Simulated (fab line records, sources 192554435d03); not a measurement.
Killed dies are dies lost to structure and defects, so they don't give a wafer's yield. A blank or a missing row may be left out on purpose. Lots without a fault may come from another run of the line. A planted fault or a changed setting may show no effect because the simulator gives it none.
Split-lot experiment | flow n5_finfet | 7 lots, 21 wafers read, on a route of 1938 steps

THE SPLIT
At N5_BEOL_M15_TRENCH_ETCH_34 (etches SiO2 in C4F8/O2/Ar, target depth 872.93 nm, time 199 s), the setting time_s was moved away from the recipe's 199 s on 6 of the 21 wafers read, by -18.3% to +12.4%. The other wafers ran this setting at the recipe's value.

FROM THE SPLIT TO THE READING: what the file shows between them, 9 steps
- N5_BEOL_M15_STRIP_37: strips in O2 (also split here: pressure_mtorr)
- N5_BEOL_M15_ETCH_38: etches SiCN in CF4/N2, target depth 106.4 nm, time 120.5 s
- N5_BEOL_M15_PRECLEAN_39: cleans in residue remover, time 60 s
- N5_BEOL_M15_ECD_47: material Cu, target thk 1860 nm
- N5_BEOL_M15_ANNEAL_48: time 90 s
- N5_BEOL_M15_CMP_49: polishes, stops on SiO2, t overpolish 4.9 s, target thk 850 nm
- N5_BEOL_M15_THK_MEAS_50: measures by xrf
- N5_BEOL_M15_PRE_CLEAN_52: time 15 s
- N5_BEOL_M15_DEP_53: deposits SiCN from 3MS/NH3, target thk 50 nm, time 17.8 s

THE READING
M15_RS, in ohm/sq, at N5_BEOL_M15_RS_MEAS_54 (measures by four-point-probe). Fault-free wafers of this fab line usually give 0.0213 ohm/sq, standard deviation 0.0004 ohm/sq.

wafer  | tool, chamber at the split | time_s as run, s | against the recipe | M15_RS, ohm/sq | against lot-mates on the recipe
L076.3 | rie_diel-02, 1             | 199              | recipe             | 0.0217         | -
L076.4 | rie_diel-02, 3             | 162.5            | -18.3%             | 0.0268         | +0.0051
L076.6 | rie_diel-02, 1             | 162.5            | -18.3%             | 0.0270         | +0.0053
L075.1 | rie_diel-04, 0             | 218.3            | +9.7%              | 0.0189         | -0.0022
L075.2 | rie_diel-04, 1             | 199              | recipe             | 0.0214         | -
L075.5 | rie_diel-04, 0             | 199              | recipe             | 0.0209         | -
L084.1 | rie_diel-04, 1             | 199              | recipe             | 0.0216         | -
L084.3 | rie_diel-04, 0             | 169.3            | -14.9%             | 0.0249         | +0.0032
L084.4 | rie_diel-04, 3             | 199              | recipe             | 0.0218         | -
L082.1 | rie_diel-04, 2             | 223.6            | +12.4%             | 0.0188         | -0.0030
L082.4 | rie_diel-04, 1             | 199              | recipe             | 0.0218         | -
L082.6 | rie_diel-04, 0             | 223.6            | +12.4%             | 0.0186         | -0.0032
L086.2 | rie_diel-04, 1             | 199              | recipe             | 0.0217         | -
L086.3 | rie_diel-04, 2             | 199              | recipe             | 0.0208         | -
L086.6 | rie_diel-04, 0             | 199              | recipe             | 0.0208         | -
L091.3 | rie_diel-04, 0             | 199              | recipe             | 0.0210         | -
L091.4 | rie_diel-04, 1             | 199              | recipe             | 0.0217         | -
L091.6 | rie_diel-04, 2             | 199              | recipe             | 0.0208         | -
L096.1 | rie_diel-06, 0             | 199              | recipe             | 0.0215         | -
L096.4 | rie_diel-06, 1             | 199              | recipe             | 0.0209         | -
L096.5 | rie_diel-06, 0             | 199              | recipe             | 0.0214         | -

THE FIT
A straight line over all 21 wafers: M15_RS changes by -0.000266 ohm/sq for each +1% of time_s; r = -0.98; the points scatter about the line by 0.00046 ohm/sq.
The same after taking each lot's own level away (the mean of its wafers on the recipe; 21 wafers): -0.00026 ohm/sq for each +1%; r = -0.99; scatter 0.00035 ohm/sq.
On that fit, the largest move of time_s shifts the reading by 0.0048 ohm/sq.
The lots' own levels span 0.02110 to 0.02180 ohm/sq, that is 1.8 times the standard deviation above.
So the lot-to-lot level changes the slope little: the two slopes agree.
Check: with one of the wafers moved furthest among these (-18.3%) left out of the fit, the line predicts +0.00467 ohm/sq for it against its lot-mates. It came out at +0.0051 ohm/sq against them.

OTHER SPLITS ON THESE WAFERS
These wafers also went through other splits before the reading. Each is held against what the fit with the lots' levels taken away leaves over:
other split on the same wafers      | wafers away from the commonest value | r with M15_RS (lot level and that fit taken away)
N5_BEOL_M14_PEB_26 peb_temp_c       | 7                                    | -0.16
N5_BEOL_M14_DESCUM_33 time_s        | 5                                    | -0.24
N5_BEOL_M15_STRIP_37 pressure_mtorr | 18                                   | -0.13

THE WHOLE CHAIN: every reading that the file lists as answering this split, in the file's order
step                       | what it does                                                   | reading                                                                          | change (the file's fit)               | r (the file's)
N5_BEOL_M15_TRENCH_ETCH_34 | etches SiO2 in C4F8/O2/Ar, target depth 872.93 nm, time 199 s  | etch.depth_nm (the simulator's own value, which no gauge read)                   | +8.88 nm for each +1% of the setting  | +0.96
N5_BEOL_M15_TRENCH_ETCH_34 | etches SiO2 in C4F8/O2/Ar, target depth 872.93 nm, time 199 s  | coat_of_BEOL_M15_COAT_22.thk_nm (the simulator's own value, which no gauge read) | -1.87 nm for each +1% of the setting  | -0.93
N5_BEOL_M15_CMP_49         | polishes, stops on SiO2, t overpolish 4.9 s, target thk 850 nm | Cu_of_BEOL_M15_ECD_47.thk_nm (the simulator's own value, which no gauge read)    | +8.88 nm for each +1% of the setting  | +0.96
N5_BEOL_M15_THK_MEAS_50    | measures by xrf                                                | M15_THK                                                                          | +8.61 for each +1% of the setting     | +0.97
N5_BEOL_M15_RS_MEAS_54     | measures by four-point-probe                                   | M15_RS                                                                           | -0.000252 for each +1% of the setting | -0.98

THE FILE'S OWN FIT
M15_RS changes by -0.000252 ohm/sq for each +1% of time_s, r = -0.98.
